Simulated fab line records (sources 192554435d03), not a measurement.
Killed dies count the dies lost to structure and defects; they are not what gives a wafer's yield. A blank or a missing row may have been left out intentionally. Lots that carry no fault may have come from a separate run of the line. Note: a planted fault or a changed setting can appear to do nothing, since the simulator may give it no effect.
Matching of chambers | flow n5_finfet | N5_SD_EPI_N_ETCH_16 on rie_diel-06: 4 sister chambers
The step etches SiO2 in CHF3/O2, target depth 5 nm. 4 wafers are shown with their chamber, then 8 later ones without.

WAFERS, EACH WITH ITS CHAMBER
wafer  | chamber | rf_vpp_V (V)
L082.3 | 3       | 500
L082.6 | 1       | 512
L084.1 | 2       | 532
L088.1 | 0       | 514

WAFERS WHOSE CHAMBER IS MISSING
wafer  | rf_vpp_V (V)
L088.4 | 512
L088.5 | 533
L092.2 | 514
L092.4 | 532
L092.5 | 497
L094.4 | 497
L094.5 | 511
L094.6 | 513

CHAMBER TAKEN BY EACH
wafer  | from the rows above     | in truth
L088.4 | can't be placed: 1 or 0 | 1
L088.5 | 2                       | 2
L092.2 | can't be placed: 0 or 1 | 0
L092.4 | 2                       | 2
L092.5 | 3                       | 3
L094.4 | 3                       | 3
L094.5 | can't be placed: 1 or 0 | 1
L094.6 | can't be placed: 0 or 1 | 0
4 of 8 placed correctly. Cannot be placed on the basis of these rows: 4; the candidates contain the true chamber in 4. 0 placed wrongly.
How it was worked out, from the rows above alone: a wafer's distance from a chamber is the root of the sum, over the readings, of the square of ((its reading less the chamber's mean) divided by the reading's scatter). If the next closest chamber is less than 2 further off than the closest, the wafer can't be placed; otherwise it belongs to the closest. The mean given for a chamber averages the wafers shown for that chamber. The scatter (one wafer shown for each chamber): square how far every hidden wafer sits from the nearest shown wafer, average those squares and take the square root.
